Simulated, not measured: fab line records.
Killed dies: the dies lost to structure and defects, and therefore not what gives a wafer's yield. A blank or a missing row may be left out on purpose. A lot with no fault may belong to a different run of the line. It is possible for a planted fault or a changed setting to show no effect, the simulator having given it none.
Problem report in the 8D (eight disciplines) form, filled by code :: flow n5 finfet :: the parts of the form that need people (team, actions taken, sign-off) are left out

1. PROBLEM STATEMENT
rf fwd power W at N5_FIN_SAQP_MANDREL_ETCH_58 reads a mean of 989 W on 6 wafers of 2 lots; wafers without a fault read 794 W with a standard deviation of 3.6. That is +54 standard deviations from the usual mean.
The step: etches a-Si in HBr/Cl2, stops on SiNx, target depth 45 nm, bt time 10 s, time 27 s.
The first sign was on wafer L973.1 at day 5 03:18, on rie si-05. Wafers with a number at this step in the record: 12, from 4 lots. By rule, "out" or "out of limits" means more than 4 standard deviations away from the usual mean. The other wafers with a number count as sound.

2. WHAT IT IS AND WHAT IT IS NOT
question: which readings at this step
is: rf fwd power W
is not: drypump motor current A, throttle valve pct

question: which lots
is: L973, L974
is not: L968, L971

question: which wafers of those lots
is: all that have a number
is not: -

question: read on which tools
is: rie si-05
is not: rie si-06

question: when
is: from day 5 03:18
is not: up to then (6 sound wafers)

3. WHAT RULES OUT EACH SUSPECT
Counting: a tool stays on the suspect list if, at a process step up to the reading, it processed all lots that are out and no sound lot following the first of them.
- rie si-05 at N5_FIN_SAQP_MANDREL_ETCH_58 (etches a-Si in HBr/Cl2, stops on SiNx, target depth 45 nm, bt time 10 s, time 27 s): kept. Every lot that is out went through it, starting with L973 (day 5 03:18), and after that it ran no sound lot; the last sound lot it ran before then is L968 (day 3 18:54). Out on those wafers are its own readings of rf fwd power W.
After counting, what remains is rie si-05 at N5_FIN_SAQP_MANDREL_ETCH_58.

4. THE CAUSE (what the simulator had put in)
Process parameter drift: rie si-05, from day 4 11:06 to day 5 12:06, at N5_FIN_SAQP_MANDREL_ETCH_58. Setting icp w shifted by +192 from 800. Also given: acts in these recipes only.
Only this tool survived the counting.

5. THE CHAIN OF EFFECTS, in route order
One row per reading whose mean, taken over the struck wafers that have a number, lies over 3 standard deviations from the usual. Only readings whose record carries a usual standard deviation are examined. hours: median over the lots of the time between each lot's start at the first step of this table that gives one and its start at this step. sigmas: the change, counted in usual standard deviations.
hours: 0
step: N5_FIN_SAQP_MANDREL_ETCH_58
reading: rf fwd power W
usual: 794 W
on struck wafers: 989
change: +195
sigmas: +54
It contains these process steps:
- N5_FIN_SAQP_MANDREL_ETCH_58: etches a-Si in HBr/Cl2, stops on SiNx, target depth 45 nm, bt time 10 s, time 27 s.
Later steps that measure or inspect, where all struck wafers having a row at the step show a number for every such reading and not one has moved that far: N5_BEOL_M4_RC_MEAS_101.

6. WHAT WOULD HAVE CAUGHT IT SOONER
The fault began at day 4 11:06; the first out-of-limits reading in this record came at day 5 03:18, 16 hours later.
